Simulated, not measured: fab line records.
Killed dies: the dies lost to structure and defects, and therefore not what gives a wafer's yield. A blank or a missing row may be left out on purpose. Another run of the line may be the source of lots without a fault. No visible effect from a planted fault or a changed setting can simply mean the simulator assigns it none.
Which tool is to blame? || flow nand harc || 13 lots, 39 wafers sampled, at 5 steps of a route of 1159

## WHAT THE GAUGES READ, wafer by wafer
NHARC_P_GATE_CD_MEAS_33.
{"lot": "L364", "measured": "day 6 08:26", "on": "cd sem-03", "cd nm (nm)": "122.4 120.7 122.3"}
{"lot": "L362", "measured": "day 6 09:37", "on": "cd sem-01", "cd nm (nm)": "119.2 118.3 117.0"}
{"lot": "L363", "measured": "day 6 09:45", "on": "cd sem-03", "cd nm (nm)": "122.3 119.5 118.4"}
{"lot": "L368", "measured": "day 6 12:16", "on": "cd sem-03", "cd nm (nm)": "120.1 119.2 123.3"}
{"lot": "L369", "measured": "day 6 12:54", "on": "cd sem-03", "cd nm (nm)": "123.1 122.9 119.8"}
{"lot": "L370", "measured": "day 6 23:37", "on": "cd sem-02", "cd nm (nm)": "116.9 117.2 119.0"}
{"lot": "L372", "measured": "day 7 22:17", "on": "cd sem-03", "cd nm (nm)": "121.3 117.4 118.4"}
{"lot": "L376", "measured": "day 8 09:27", "on": "cd sem-01", "cd nm (nm)": "125.2 121.9 122.2"}
{"lot": "L379", "measured": "day 8 23:34", "on": "cd sem-03", "cd nm (nm)": "116.2 122.2 116.5"}
{"lot": "L380", "measured": "day 9 11:02", "on": "cd sem-03", "cd nm (nm)": "120.8 119.8 122.0"}
{"lot": "L381", "measured": "day 9 16:37", "on": "cd sem-02", "cd nm (nm)": "120.5 117.5 119.7"}
{"lot": "L384", "measured": "day 10 05:46", "on": "cd sem-03", "cd nm (nm)": "120.1 120.2 119.1"}
{"lot": "L383", "measured": "day 10 06:25", "on": "cd sem-03", "cd nm (nm)": "119.5 119.1 118.3"}

NHARC_P_GATE_CD_MEAS_46 targets a cd of 720 nm.
{"lot": "L364", "measured": "day 7 15:52", "on": "cd sem-03", "cd nm (nm)": "721.5 720.8 723.5"}
{"lot": "L362", "measured": "day 7 16:02", "on": "cd sem-03", "cd nm (nm)": "720.7 723.0 722.4"}
{"lot": "L363", "measured": "day 7 17:27", "on": "cd sem-01", "cd nm (nm)": "719.8 723.3 721.2"}
{"lot": "L368", "measured": "day 8 04:29", "on": "cd sem-01", "cd nm (nm)": "717.6 714.9 717.2"}
{"lot": "L369", "measured": "day 8 10:44", "on": "cd sem-03", "cd nm (nm)": "723.4 722.4 720.6"}
{"lot": "L370", "measured": "day 8 12:19", "on": "cd sem-02", "cd nm (nm)": "717.2 717.2 718.1"}
{"lot": "L372", "measured": "day 8 18:37", "on": "cd sem-02", "cd nm (nm)": "720.9 719.6 721.8"}
{"lot": "L376", "measured": "day 9 03:10", "on": "cd sem-01", "cd nm (nm)": "709.3 707.1 707.1"}
{"lot": "L379", "measured": "day 9 10:38", "on": "cd sem-03", "cd nm (nm)": "705.1 708.3 705.1"}
{"lot": "L380", "measured": "day 9 22:07", "on": "cd sem-01", "cd nm (nm)": "709.2 703.2 706.2"}
{"lot": "L381", "measured": "day 10 03:37", "on": "cd sem-02", "cd nm (nm)": "720.9 722.2 720.5"}
{"lot": "L384", "measured": "day 10 16:39", "on": "cd sem-02", "cd nm (nm)": "720.4 721.1 720.0"}
{"lot": "L383", "measured": "day 10 17:25", "on": "cd sem-01", "cd nm (nm)": "706.3 705.7 705.1"}

## WHICH TOOL RAN EACH LOT (tool, then ch and the chambers of the sampled wafers, then the start)
{"lot": "L364", "NHARC_P_GATE_DEP_103": "pecvd-04 ch 0,2, day 6 06:04", "NHARC_P_GATE_ETCHBACK_37": "rie diel-06 ch 1,2,3, day 7 15:43 or earlier", "NHARC_P_GATE_EXPOSE_43": "krf scanner-02 ch 0, day 7 15:43"}
{"lot": "L362", "NHARC_P_GATE_DEP_103": "pecvd-03 ch 0,2, day 6 07:16", "NHARC_P_GATE_ETCHBACK_37": "rie diel-06 ch 1,2, day 7 15:52 or earlier", "NHARC_P_GATE_EXPOSE_43": "krf scanner-04 ch 0, day 7 15:52"}
{"lot": "L363", "NHARC_P_GATE_DEP_103": "pecvd-02 ch 0,1,2, day 6 07:18", "NHARC_P_GATE_ETCHBACK_37": "rie diel-05 ch 0,1, day 7 17:17 or earlier", "NHARC_P_GATE_EXPOSE_43": "krf scanner-02 ch 0, day 7 17:17"}
{"lot": "L368", "NHARC_P_GATE_DEP_103": "pecvd-04 ch 0,2, day 6 09:52", "NHARC_P_GATE_ETCHBACK_37": "rie diel-04 ch 0,1,3, day 8 04:20 or earlier", "NHARC_P_GATE_EXPOSE_43": "krf scanner-04 ch 0, day 8 04:20"}
{"lot": "L369", "NHARC_P_GATE_DEP_103": "pecvd-03 ch 0,1,2, day 6 10:23", "NHARC_P_GATE_ETCHBACK_37": "rie diel-06 ch 0,1, day 8 10:34 or earlier", "NHARC_P_GATE_EXPOSE_43": "krf scanner-04 ch 0, day 8 10:34"}
{"lot": "L370", "NHARC_P_GATE_DEP_103": "pecvd-02 ch 0,1, day 6 21:21", "NHARC_P_GATE_ETCHBACK_37": "rie diel-05 ch 1,2, day 8 12:09 or earlier", "NHARC_P_GATE_EXPOSE_43": "krf scanner-01 ch 0, day 8 12:09"}
{"lot": "L372", "NHARC_P_GATE_DEP_103": "pecvd-03 ch 0,1, day 7 20:14", "NHARC_P_GATE_ETCHBACK_37": "rie diel-06 ch 1,3, day 8 18:27 or earlier", "NHARC_P_GATE_EXPOSE_43": "krf scanner-04 ch 0, day 8 18:27"}
{"lot": "L376", "NHARC_P_GATE_DEP_103": "pecvd-03 ch 0,1,2, day 8 07:56", "NHARC_P_GATE_ETCHBACK_37": "rie diel-06 ch 1,2, day 9 03:00 or earlier", "NHARC_P_GATE_EXPOSE_43": "krf scanner-04 ch 0, day 9 03:00"}
{"lot": "L379", "NHARC_P_GATE_DEP_103": "pecvd-04 ch 0,1,2, day 8 21:53", "NHARC_P_GATE_ETCHBACK_37": "rie diel-06 ch 1,2, day 9 10:29 or earlier", "NHARC_P_GATE_EXPOSE_43": "krf scanner-04 ch 0, day 9 10:29"}
{"lot": "L380", "NHARC_P_GATE_DEP_103": "pecvd-02 ch 0,2, day 9 08:55", "NHARC_P_GATE_ETCHBACK_37": "rie diel-04 ch 1,2,3, day 9 21:57 or earlier", "NHARC_P_GATE_EXPOSE_43": "krf scanner-04 ch 0, day 9 21:57"}
{"lot": "L381", "NHARC_P_GATE_DEP_103": "pecvd-03 ch 0,2, day 9 15:05", "NHARC_P_GATE_ETCHBACK_37": "rie diel-06 ch 0,1,2, day 10 03:28 or earlier", "NHARC_P_GATE_EXPOSE_43": "krf scanner-02 ch 0, day 10 03:28"}
{"lot": "L384", "NHARC_P_GATE_DEP_103": "pecvd-03 ch 0,1,2, day 10 04:06", "NHARC_P_GATE_ETCHBACK_37": "rie diel-05 ch 1,2, day 10 16:29 or earlier", "NHARC_P_GATE_EXPOSE_43": "krf scanner-01 ch 0, day 10 16:29"}
{"lot": "L383", "NHARC_P_GATE_DEP_103": "pecvd-02 ch 0,1,2, day 10 04:48", "NHARC_P_GATE_ETCHBACK_37": "rie diel-04 ch 0,2,3, day 10 17:16 or earlier", "NHARC_P_GATE_EXPOSE_43": "krf scanner-04 ch 0, day 10 17:16"}
- NHARC_P_GATE_DEP_103: deposits SiON, target thk 30 nm.
- NHARC_P_GATE_ETCHBACK_37: etches the open film in CHF3/O2, target depth 34.5 nm, time 17.2 s.
- NHARC_P_GATE_EXPOSE_43: exposes mask P NSD, target cd 720 nm.

## AS READ BY THE TOOLS THEMSELVES (means over the sampled wafers that have a number; for cases with no such wafer, the mark the record gives instead)
NHARC_P_GATE_DEP_103.
{"lot": "L364", "tool": "pecvd-04", "heater power w (W)": 678}
{"lot": "L362", "tool": "pecvd-03", "heater power w (W)": 760}
{"lot": "L363", "tool": "pecvd-02", "heater power w (W)": 777}
{"lot": "L368", "tool": "pecvd-04", "heater power w (W)": 695}
{"lot": "L369", "tool": "pecvd-03", "heater power w (W)": 796}
{"lot": "L370", "tool": "pecvd-02", "heater power w (W)": 691}
{"lot": "L372", "tool": "pecvd-03", "heater power w (W)": 833}
{"lot": "L376", "tool": "pecvd-03", "heater power w (W)": 771}
{"lot": "L379", "tool": "pecvd-04", "heater power w (W)": 693}
{"lot": "L380", "tool": "pecvd-02", "heater power w (W)": 724}
{"lot": "L381", "tool": "pecvd-03", "heater power w (W)": 851}
{"lot": "L384", "tool": "pecvd-03", "heater power w (W)": 794}
{"lot": "L383", "tool": "pecvd-02", "heater power w (W)": 789}

NHARC_P_GATE_ETCHBACK_37.
{"lot": "L364", "tool": "rie diel-06", "drypump motor current A (A)": 5.4, "oes product au (a.u.)": 0.92, "rf vpp V (V)": 372.4, "showerhead plenum p Torr (Torr)": 2.45, "throttle valve pct (%)": 20.565}
{"lot": "L362", "tool": "rie diel-06", "drypump motor current A (A)": 5.2, "oes product au (a.u.)": 0.93, "rf vpp V (V)": 369.8, "showerhead plenum p Torr (Torr)": 2.37, "throttle valve pct (%)": 20.566}
{"lot": "L363", "tool": "rie diel-05", "drypump motor current A (A)": 5.8, "oes product au (a.u.)": 1.00, "rf vpp V (V)": 370.0, "showerhead plenum p Torr (Torr)": 2.39, "throttle valve pct (%)": 20.583}
{"lot": "L368", "tool": "rie diel-04", "drypump motor current A (A)": 5.6, "oes product au (a.u.)": 1.00, "rf vpp V (V)": 372.6, "showerhead plenum p Torr (Torr)": 2.46, "throttle valve pct (%)": 20.569}
{"lot": "L369", "tool": "rie diel-06", "drypump motor current A (A)": 5.6, "oes product au (a.u.)": 0.91, "rf vpp V (V)": 373.6, "showerhead plenum p Torr (Torr)": 2.53, "throttle valve pct (%)": 20.577}
{"lot": "L370", "tool": "rie diel-05", "drypump motor current A (A)": 6.4, "oes product au (a.u.)": 1.01, "rf vpp V (V)": 371.2, "showerhead plenum p Torr (Torr)": 2.46, "throttle valve pct (%)": 20.574}
{"lot": "L372", "tool": "rie diel-06", "drypump motor current A (A)": 5.3, "oes product au (a.u.)": 0.91, "rf vpp V (V)": 373.9, "showerhead plenum p Torr (Torr)": 2.55, "throttle valve pct (%)": 20.570}
{"lot": "L376", "tool": "rie diel-06", "drypump motor current A (A)": 5.1, "oes product au (a.u.)": 0.99, "rf vpp V (V)": 371.7, "showerhead plenum p Torr (Torr)": 2.46, "throttle valve pct (%)": 20.570}
{"lot": "L379", "tool": "rie diel-06", "drypump motor current A (A)": 5.1, "oes product au (a.u.)": 0.92, "rf vpp V (V)": 372.2, "showerhead plenum p Torr (Torr)": 2.46, "throttle valve pct (%)": 20.572}
{"lot": "L380", "tool": "rie diel-04", "drypump motor current A (A)": 5.7, "oes product au (a.u.)": 0.93, "rf vpp V (V)": 373.1, "showerhead plenum p Torr (Torr)": 2.50, "throttle valve pct (%)": 20.564}
{"lot": "L381", "tool": "rie diel-06", "drypump motor current A (A)": 5.7, "oes product au (a.u.)": 0.93, "rf vpp V (V)": 371.5, "showerhead plenum p Torr (Torr)": 2.43, "throttle valve pct (%)": 20.560}
{"lot": "L384", "tool": "rie diel-05", "drypump motor current A (A)": 6.2, "oes product au (a.u.)": 0.92, "rf vpp V (V)": 371.0, "showerhead plenum p Torr (Torr)": 2.42, "throttle valve pct (%)": 20.573}
{"lot": "L383", "tool": "rie diel-04", "drypump motor current A (A)": 6.0, "oes product au (a.u.)": 0.92, "rf vpp V (V)": 371.8, "showerhead plenum p Torr (Torr)": 2.45, "throttle valve pct (%)": 20.561}

NHARC_P_GATE_EXPOSE_43.
{"lot": "L364", "tool": "krf scanner-02", "exposure dose mJ cm2": 14.798}
{"lot": "L362", "tool": "krf scanner-04", "exposure dose mJ cm2": 14.819}
{"lot": "L363", "tool": "krf scanner-02", "exposure dose mJ cm2": 14.806}
{"lot": "L368", "tool": "krf scanner-04", "exposure dose mJ cm2": 14.806}
{"lot": "L369", "tool": "krf scanner-04", "exposure dose mJ cm2": 14.814}
{"lot": "L370", "tool": "krf scanner-01", "exposure dose mJ cm2": 14.796}
{"lot": "L372", "tool": "krf scanner-04", "exposure dose mJ cm2": 14.823}
{"lot": "L376", "tool": "krf scanner-04", "exposure dose mJ cm2": 13.652}
{"lot": "L379", "tool": "krf scanner-04", "exposure dose mJ cm2": 13.643}
{"lot": "L380", "tool": "krf scanner-04", "exposure dose mJ cm2": 13.638}
{"lot": "L381", "tool": "krf scanner-02", "exposure dose mJ cm2": 14.788}
{"lot": "L384", "tool": "krf scanner-01", "exposure dose mJ cm2": 14.803}
{"lot": "L383", "tool": "krf scanner-04", "exposure dose mJ cm2": 13.633}

## THE ANSWER, worked out from the rows above alone
Rule: usual is defined by the lots themselves. The widest of any qualifying gaps counts: lots, ordered by their means at a reading, are off when they make up no more than a third of the lots, leave a main group of 4 or more, and stand apart from it by 3 or more times the standard deviation of that group's means. Not used: any main group whose means are identical at the precision the tables above print for the reading. A lot without any number at a reading at which 4 lots or more have one is off too. Any other lot the step has rows for is counted as sound. After the gauges, taken in route order, come the tools' own readings; for these a lot's mean is taken, as printed above. At the first step where some lot is off, the reading lying furthest off is the one used; lots without a number count as furthest.
Off: L376, L379, L380, L383 (NHARC_P_GATE_CD_MEAS_46, cd nm). Main group: mean 720.5 nm, sd 1.9.
If a tool, at a process step before that reading, ran all the lots that are off and no sound lot after the first of them, it fits. Not tried: the gauges at NHARC_P_GATE_CD_MEAS_46; whatever is off there is also off at NHARC_P_GATE_EXPOSE_43, on other tools, and gauge error can't account for it. Because NHARC_P_GATE_ETCHBACK_37 lacks a start for some lots, the hours and order of its lots are taken from NHARC_P_GATE_EXPOSE_43. One fits: krf scanner-04 at NHARC_P_GATE_EXPOSE_43. Its last sound lot is L372 (day 8 18:27), its first lot that is off L376 (day 9 03:00): a fault that began between those two fits.
On the lots that are off, the tool's own readings at NHARC_P_GATE_EXPOSE_43 differ by more than 5 times the standard deviation of the sound lots' means, which bears it out; exposure dose mJ cm2 reads 13.642 there versus 14.806 on the sound lots.

## WHAT WAS PUT IN BY THE SIMULATOR
Process parameters drifting: krf scanner-04 at NHARC_P_GATE_EXPOSE_43, beginning at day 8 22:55. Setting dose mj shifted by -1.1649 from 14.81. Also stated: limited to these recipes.
Lots struck among those shown: L376, L379, L380, L383. This agrees with what the rule above found.
